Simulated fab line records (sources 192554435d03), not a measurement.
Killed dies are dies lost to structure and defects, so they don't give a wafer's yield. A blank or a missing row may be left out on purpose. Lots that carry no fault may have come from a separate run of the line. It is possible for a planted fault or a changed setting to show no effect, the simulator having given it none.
fab line records | flow n5_finfet
record: lots: 10 wafers: 29 last_day: 17
route steps=1938 shown BEOL_M9@1414 PASSIVATION@1936
lots untouched by any fault: they come from a run of this same line in which no faults occurred
start_h: start of the lot's first displayed wafer, in hours after the record's first day | wait_h: hours elapsed since this lot's preceding step | " unchanged from the row above | L1.1+2: several wafers, shown together as one row | - no value, or no start given | * or withheld: withheld | < > ~ a bound
route shown NAME@n: a module of which the file shows steps, and the number in the route of the first | usual: the fault-free wafers' mean and standard deviation | same: alike in all rows | chamber/n: place in a boat | sites: per-site readings | _std_site: their standard deviation | _edge_site: the outer-site mean with the inner-site mean subtracted | radius_mm: how far each site lies from the wafer's centre | mask NAME#n: copy n | behind: the last tool/chamber to shape the wafer | hold: what put the lot on hold/how long, in hours/how the hold closed | device: names the non-switching transistor (n, p or np) | end of line: tests of these same wafers at the route's end | where a step has no rows: the recipe by itself | killed: dies lost to structure and defects at the first sort, not the wafer's yield | map: the dies of a wafer, with x for killed, . for not killed, _ for no die there
set.NAME: the setting that was run; set.NAME@STEP: the one run at that earlier step | model.NAME: the simulator's own value behind a step, which no gauge read
a sample of lots followed through the steps of the route, with each step as a table and each wafer as a row
services: the hour from which a tool's chamber was out of use, counted from the record's first day as start_h (under 0 if before that day), plus the number of hours and why
== steps ==
step: N5_BEOL_M9_CD_MEAS_11
recipe: target_cd_nm: 64.1 landing_energy_ev: 500 detector: se_inlens polarity: opening
usual: cd_nm: 63.8/0.69
same: landing_energy_ev: 500
columns lot.wafer tool chamber start_h wait_h cd_nm
L337.1 cd_sem-02 0 208.08 - 64.2
L337.6 " 0 " " 64.8
L338.1 cd_sem-02 0 211.03 - 64.6
L338.4 " 0 " " 63.9
L338.6 " 0 " " 64.7
L339.2 cd_sem-02 0 219.89 - 64.2
L339.3 " 0 " " 63.4
L339.4 " 0 " " 63.4
L343.2 cd_sem-01 0 239.25 - 64.0
L343.3 " 0 " " 64.9
L343.6 " 0 " " 65.1
L345.1 cd_sem-02 0 241.33 - 63.6
L345.4 " 0 " " 63.6
L345.5 " 0 " " 63.6
L347.1 cd_sem-01 0 263.64 - 64.0
L347.2 " 0 " " 62.4
L347.4 " 0 " " 62.4
L350.2 cd_sem-02 0 281.87 - 62.9
L350.4 " 0 " " 62.6
L350.5 " 0 " " 62.2
L351.3 cd_sem-01 0 282.57 - 63.6
L351.4 " 0 " " 62.8
L351.5 " 0 " " 64.3
L357.1 cd_sem-03 0 327.58 - 62.5
L357.4 " 0 " " 62.4
L357.5 " 0 " " 63.9
L360.1 cd_sem-03 0 339.74 - 63.4
L360.2 " 0 " " 63.0
L360.5 " 0 " " 63.2
step: N5_BEOL_M9_INSPECT_13
recipe: mode: adi inspect_instrument: brightfield
usual: raw_defect_count: 463/100
columns lot.wafer tool chamber start_h wait_h raw_defect_count
L337.1 defect_inspect-01 - 208.14 0.0 525
L337.6 " - " " 392
L338.1 defect_inspect-02 - 211.08 0.0 759
L338.4 " - " " 429
L338.6 " - " " 337
L339.2 defect_inspect-01 - 219.95 0.0 514
L339.3 " - " " 341
L339.4 " - " " 368
L343.2 defect_inspect-02 - 239.30 0.0 400
L343.3 " - " " 463
L343.6 " - " " 556
L345.1 defect_inspect-01 - 241.38 0.0 305
L345.4 " - " " 453
L345.5 " - " " 317
L347.1 defect_inspect-01 - 263.69 0.0 369
L347.2 " - " " 324
L347.4 " - " " 376
L350.2 defect_inspect-02 - 281.92 0.0 438
L350.4 " - " " 455
L350.5 " - " " 468
L351.3 defect_inspect-02 - 282.62 0.0 414
L351.4 " - " " 396
L351.5 " - " " 608
L357.1 defect_inspect-02 - 327.63 0.0 442
L357.4 " - " " 388
L357.5 " - " " 518
L360.1 defect_inspect-01 - 339.80 0.0 613
L360.2 " - " " 518
L360.5 " - " " 624
step: N5_BEOL_M9_EXPOSE_25
recipe: mask_id: V8 na: 0.33 source_shape: annular sigma_inner: 0.4 sigma_outer: 0.8 polarization: unpolarized dose_mj: 37.25
usual: exposure_dose_mJ_cm2: 37.18/0.057 focus_offset_nm: 0.0/0.51
same: na: 0.33
columns lot.wafer tool chamber start_h wait_h mask exposure_dose_mJ_cm2 focus_offset_nm
L337.1 euv_scanner-02 0 209.39 - V8#0 37.15 0.6
L337.6 " 0 " " V8#0 37.18 0.3
L338.1 euv_scanner-02 0 212.27 - V8#0 37.18 -0.2
L338.4 " 0 " " V8#0 37.16 0.0
L338.6 " 0 " " V8#0 37.08 0.0
L339.2 euv_scanner-02 0 221.12 - V8#0 37.19 0.5
L339.3 " 0 " " V8#0 37.16 -0.2
L339.4 " 0 " " V8#0 37.18 -1.4
L343.2 euv_scanner-02 0 239.97 - V8#0 35.14 -0.4
L343.3 " 0 " " V8#0 35.13 0.5
L343.6 " 0 " " V8#0 35.15 0.1
L345.1 euv_scanner-02 0 243.59 - V8#0 35.53 0.0
L345.4 " 0 " " V8#0 35.51 1.1
L345.5 " 0 " " V8#0 35.51 0.8
L347.1 euv_scanner-01 0 265.83 - V8#0 37.24 -0.3
L347.2 " 0 " " V8#0 37.29 0.4
L347.4 " 0 " " V8#0 37.27 0.5
L350.2 euv_scanner-01 0 282.99 - V8#0 37.27 -0.2
L350.4 " 0 " " V8#0 37.28 0.5
L350.5 " 0 " " V8#0 37.23 0.3
L351.3 euv_scanner-01 0 284.22 - V8#0 37.23 0.0
L351.4 " 0 " " V8#0 37.26 0.4
L351.5 " 0 " " V8#0 37.22 0.2
L357.1 euv_scanner-01 0 328.47 - V8#0 37.24 0.3
L357.4 " 0 " " V8#0 37.20 0.2
L357.5 " 0 " " V8#0 37.24 -0.6
L360.1 euv_scanner-01 0 341.03 - V8#0 37.21 -0.1
L360.2 " 0 " " V8#0 37.20 0.3
L360.5 " 0 " " V8#0 37.20 0.2
step: N5_BEOL_M9_CD_MEAS_28
recipe: target_cd_nm: 70 landing_energy_ev: 500 detector: se_inlens polarity: opening
usual: cd_nm: 70.00/0.26
same: landing_energy_ev: 500
columns lot.wafer tool chamber start_h wait_h cd_nm
L337.1 cd_sem-01 0 209.52 - 69.95
L337.6 " 0 " " 70.26
L338.1 cd_sem-01 0 212.40 - 70.34
L338.4 " 0 " " 70.21
L338.6 " 0 " " 70.26
L339.2 cd_sem-03 0 221.25 - 69.59
L339.3 " 0 " " 69.69
L339.4 " 0 " " 69.31
L343.2 cd_sem-03 0 240.09 - 68.61
L343.3 " 0 " " 68.83
L343.6 " 0 " " 68.83
L345.1 cd_sem-03 0 243.72 - 69.04
L345.4 " 0 " " 68.86
L345.5 " 0 " " 69.09
L347.1 cd_sem-02 0 265.96 - 70.29
L347.2 " 0 " " 70.23
L347.4 " 0 " " 70.10
L350.2 cd_sem-01 0 283.12 - 69.88
L350.4 " 0 " " 70.16
L350.5 " 0 " " 70.32
L351.3 cd_sem-02 0 284.34 - 70.45
L351.4 " 0 " " 70.52
L351.5 " 0 " " 69.56
L357.1 cd_sem-03 0 328.59 - 70.12
L357.4 " 0 " " 69.89
L357.5 " 0 " " 69.54
L360.1 cd_sem-02 0 341.16 - 69.43
L360.2 " 0 " " 69.80
L360.5 " 0 " " 70.11
step: N5_BEOL_M9_ETCH_65
recipe: chemistry: CF4 target: SiARC target_depth_a: 156 mask_material: CAR-EUV time_s: 26 ion_energy_ev: 80 pressure_mtorr: 40 source_w: 545 bias_w: 36 Ar_flow_sccm: 100 cf4_flow_sccm: 100 ends: cleared
usual: drypump_motor_current_A: 5.9/0.45 etch_rf_on_time_s: 26.0/0.6 mfc_ar_sccm: 100.00/0.3 oes_product_au: 0.66/0.066 rf_fwd_power_W: 532.5/2.1 rf_vpp_V: 184.4/1 showerhead_plenum_p_Torr: 2.18/0.051 throttle_valve_pct: 15.61/0.17
columns lot.wafer tool chamber start_h wait_h drypump_motor_current_A etch_rf_on_time_s mfc_ar_sccm oes_product_au rf_fwd_power_W rf_hours_counter_h rf_vpp_V showerhead_plenum_p_Torr throttle_valve_pct
L337.1 rie_diel-01 3 209.69 0.0 6.3 26.1 100.16 0.62 535.8 196 183.2 2.14 15.71
L337.6 " 0 " " 5.8 25.0 99.98 0.77 536.1 - 184.8 2.19 15.63
L338.1 rie_diel-03 1 212.57 0.0 6.1 26.0 100.03 0.62 529.9 177 186.0 2.24 15.84
L338.4 " 0 " " 6.8 26.8 99.59 0.64 532.2 129 184.4 2.16 15.66
L338.6 " 0 " " 6.8 26.5 100.33 0.64 532.0 - 184.4 2.17 15.68
L339.2 rie_diel-01 0 221.42 0.0 5.8 24.8 100.23 0.77 535.4 33 185.3 2.19 15.62
L339.3 " 2 " " 5.7 26.6 99.77 0.60 529.9 208 184.4 2.20 15.36
L339.4 " 1 " " 5.9 25.7 100.09 0.73 532.3 59 186.7 2.27 15.50
L343.2 rie_diel-01 1 240.26 0.0 5.9 25.7 100.22 0.72 530.6 65 184.7 2.26 15.52
L343.3 " 3 " " 6.3 25.7 99.76 0.62 531.6 206 184.8 2.13 15.72
L343.6 " 3 " " 6.3 25.9 99.91 0.61 533.8 - 182.0 2.13 15.74
L345.1 rie_diel-03 3 243.89 0.0 5.9 26.4 100.02 0.60 535.3 196 184.0 2.20 15.78
L345.4 " 1 " " 6.0 26.8 99.62 0.60 529.9 187 185.5 2.23 15.85
L345.5 " 3 " " 5.9 26.2 100.23 0.60 535.0 - 184.7 2.20 15.79
L347.1 rie_diel-01 1 266.13 0.0 5.9 25.7 100.19 0.70 532.2 73 186.1 2.26 15.52
L347.2 " 3 " " 6.3 25.6 99.63 0.61 533.1 214 182.9 2.13 15.75
L347.4 " 0 " " 5.8 24.7 100.24 0.75 534.6 47 185.7 2.18 15.66
L350.2 rie_diel-01 2 283.54 0.0 5.7 26.7 99.90 0.59 531.5 227 183.9 2.19 15.39
L350.4 " 3 " " 6.3 25.9 100.32 0.61 534.9 219 183.5 2.13 15.76
L350.5 " 2 " " 5.7 26.7 100.19 0.59 531.3 - 184.9 2.19 15.39
L351.3 rie_diel-01 2 284.51 0.0 5.7 26.4 99.79 0.59 532.6 228 185.1 2.19 15.39
L351.4 " 1 " " 5.9 25.5 99.85 0.70 531.3 78 184.6 2.26 15.53
L351.5 " 0 " " 5.8 24.9 100.15 0.74 535.4 - 183.1 2.18 15.65
L357.1 rie_diel-01 0 328.79 0.0 5.8 25.2 99.78 0.72 532.3 68 184.0 2.17 15.70
L357.4 " 0 " " 5.8 25.0 99.80 0.73 532.0 - 183.4 2.17 15.68
L357.5 " 0 " " 5.8 25.2 100.03 0.72 533.5 - 185.3 2.17 15.68
L360.1 rie_diel-01 3 341.33 0.0 6.3 25.9 100.15 0.59 535.3 241 183.5 2.12 15.79
L360.2 " 0 " " 5.8 25.1 100.07 0.73 532.6 73 185.0 2.17 15.69
L360.5 " 0 " " 5.8 24.9 100.54 0.72 536.6 - 186.4 2.17 15.69
step: N5_PASSIVATION_PROBE_49
usual: defect_limited_yield: 91.3/1.5 killed_at_M0_to_M3: 35/10 killed_at_M4_up: 12/4.6 killed_at_contacts: 13/6.6 killed_at_front_end: 39/11 killed_at_other: 4/3.4 killed_dies: 103/17 killed_on_rim: 14/4.1 killed_open: 67/13 killed_short: 35/8.2 sort_bin_5_function: 5.1/0.94 sort_bin_6_memory: 3.2/0.7 sort_n_pass: 1077/17 sort_yield_pct: 91.3/1.5
same: gross_dies: 1180 killed_at_back_side: 0 sort_bin_4_leakage[%]: 0 sort_bin_8_speed[%]: 0
columns lot.wafer tool chamber start_h wait_h defect_limited_yield[%] killed_at_M0_to_M3 killed_at_M4_up killed_at_contacts killed_at_front_end killed_at_other killed_dies killed_on_rim killed_open killed_short sort_bin_5_function[%] sort_bin_6_memory[%] sort_n_pass sort_yield_pct[%]
L337.1 prober-02 - 270.63 0.0 90.7 27 18 13 47 5 110 18 68 41 5.2 3.2 1070 90.7
L337.6 prober-02 - 270.88 0.3 92.8 29 23 8 21 4 85 15 58 25 4.2 2.5 1095 92.8
L343.2 prober-01 - 303.20 0.1 91.2 30 13 14 44 3 104 21 63 36 4.1 3.5 1076 91.2
L343.3 prober-01 - 303.25 0.1 89.9 41 12 11 49 6 119 19 69 50 6.1 3.4 1061 89.9
L343.6 prober-01 - 303.40 0.3 92.7 34 19 11 22 0 86 8 56 30 3.8 3.0 1094 92.7
L350.2 prober-01 - 343.01 0.1 92.5 22 17 5 41 4 89 9 64 24 4.8 2.3 1091 92.5
L350.4 prober-01 - 343.11 0.2 90.7 28 16 13 43 10 110 13 82 27 5.3 3.7 1070 90.7
L350.5 prober-01 - 343.16 0.2 91.5 26 9 13 49 3 100 13 60 36 4.7 3.1 1080 91.5
killed by level:class
L337.1 FIN_SAQP:geometric_particle:open=9 MOL_CONTACT_COAG:geometric_particle:open=9 BEOL_M4:geometric_particle:open=8 DUMMY_GATE:geometric_particle:open=7 BEOL_M0_SAQP:geometric_particle:short=7 BEOL_M1:geometric_particle:open=6 STARTING-WAFER:geometric_particle:open=5 BEOL_M0_SAQP:geometric_particle:open=5
L337.6 BEOL_M4:geometric_particle:open=11 BEOL_M3:geometric_particle:open=9 STI_FIN_REVEAL:geometric_particle:open=5 MOL_CONTACT_COAG:geometric_particle:open=5 BEOL_M0_SAQP:geometric_particle:open=5 BEOL_M0_SAQP:geometric_particle:short=4 BEOL_M1:geometric_particle:open=4 BEOL_M8:geometric_particle:open=4
L343.2 MOL_CONTACT_COAG:geometric_particle:open=13 FIN_SAQP:geometric_particle:short=9 BEOL_M4:geometric_particle:open=7 BEOL_M0_SAQP:geometric_particle:open=6 BEOL_M1:geometric_particle:open=5 BEOL_M3:geometric_particle:short=5 SPACER0:geometric_particle:open=4 GATE_CUT:geometric_particle:short=4
L343.3 FIN_SAQP:geometric_particle:short=14 FIN_SAQP:geometric_particle:open=9 MOL_CONTACT_COAG:geometric_particle:open=9 STI_FIN_REVEAL:geometric_particle:open=7 BEOL_M0_SAQP:geometric_particle:open=7 BEOL_M0_SAQP:geometric_particle:short=7 BEOL_M3:geometric_particle:open=6 BEOL_M4:geometric_particle:open=5
L343.6 BEOL_M7:geometric_particle:open=9 MOL_CONTACT_COAG:geometric_particle:open=8 FIN_SAQP:geometric_particle:short=6 BEOL_M2:geometric_particle:open=6 BEOL_M0:geometric_particle:open=5 BEOL_M1:geometric_particle:open=5 STI_FIN_REVEAL:geometric_particle:open=4 BEOL_M0_SAQP:geometric_particle:short=4
L350.2 FIN_SAQP:geometric_particle:open=13 STI_FIN_REVEAL:geometric_particle:open=7 BEOL_M3:geometric_particle:open=7 BEOL_M2:geometric_particle:open=6 BEOL_M4:geometric_particle:open=6 FIN_SAQP:geometric_particle:short=5 DUMMY_GATE:geometric_particle:open=4 BEOL_M1:geometric_particle:open=4
L350.4 FIN_SAQP:geometric_particle:open=17 MOL_CONTACT_COAG:geometric_particle:open=12 BEOL_M3:geometric_particle:open=8 FIN_SAQP:geometric_particle:short=6 BEOL_M2:geometric_particle:open=6 STI_FIN_REVEAL:geometric_particle:open=5 BEOL_M0_SAQP:geometric_particle:open=5 MIM_TOP_ETCH:geometric_particle:short=5
L350.5 FIN_SAQP:geometric_particle:open=14 MOL_CONTACT_COAG:geometric_particle:open=9 BEOL_M0_SAQP:geometric_particle:short=6 BEOL_M2:geometric_particle:open=6 FIN_SAQP:geometric_particle:short=5 BEOL_M0_SAQP:geometric_particle:open=5 STARTING-WAFER:geometric_particle:short=5 STI_FIN_REVEAL:geometric_particle:open=4
== services ==
columns tool chamber start_h hours kind
euv_scanner-02 0 191.08 - calibration
rie_diel-03 1 193.13 8.5 repair
euv_scanner-01 - 209.03 4.6 pm
euv_scanner-01 - 219.87 2.0 repair
euv_scanner-01 - 224.98 1.0 pm
euv_scanner-02 - 228.91 1.0 pm
rie_diel-03 - 236.51 0.3 repair
rie_diel-03 0 253.64 2.0 repair
euv_scanner-01 - 281.13 1.0 pm
euv_scanner-02 - 285.06 1.0 pm
rie_diel-03 3 285.32 6.0 repair
rie_diel-01 - 290.73 2.8 pm
rie_diel-01 2 293.58 40.7 repair
euv_scanner-02 - 325.56 4.6 pm
rie_diel-01 1 326.23 2.7 repair
euv_scanner-01 0 331.21 - calibration
euv_scanner-02 - 332.67 1.5 repair
euv_scanner-01 - 337.28 1.0 pm
euv_scanner-02 - 341.21 1.0 pm
== key ==
first_sign: step: N5_BEOL_M9_EXPOSE_25 reading: exposure_dose_mJ_cm2 direction: down sigmas: 32 usual: 37.18 struck: 35.33
effect: step: N5_BEOL_M9_CD_MEAS_28 reading: cd_nm direction: down sigmas: 4.3 usual: 70.00 struck: 68.88 through: control_loop
met_at N5_BEOL_M9_EXPOSE_25
struck_lots L343,L345
loop_trim: step: N5_BEOL_M9_EXPOSE_25 setting: dose lots: L343,L345
not_acting_at N5_BEOL_M9_CD_MEAS_11,N5_BEOL_M9_INSPECT_13,N5_BEOL_M9_ETCH_65
onset_between 221.12 239.97
earlier_fault: kind: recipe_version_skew tool: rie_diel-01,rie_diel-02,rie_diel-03 chamber: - onset_h: 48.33 steps: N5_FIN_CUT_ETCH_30 wrong_recipe.time_s: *
fault: kind: process_parameter_drift tool: euv_scanner-02 chamber: - onset_h: 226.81 steps: N5_BEOL_M9_EXPOSE_25 channel: dose_mj offset: -3.1194 shape: step acts_in: these_recipes_only stated: 37.25
loop_trim: a control loop set the setting to another value than it would have without faults
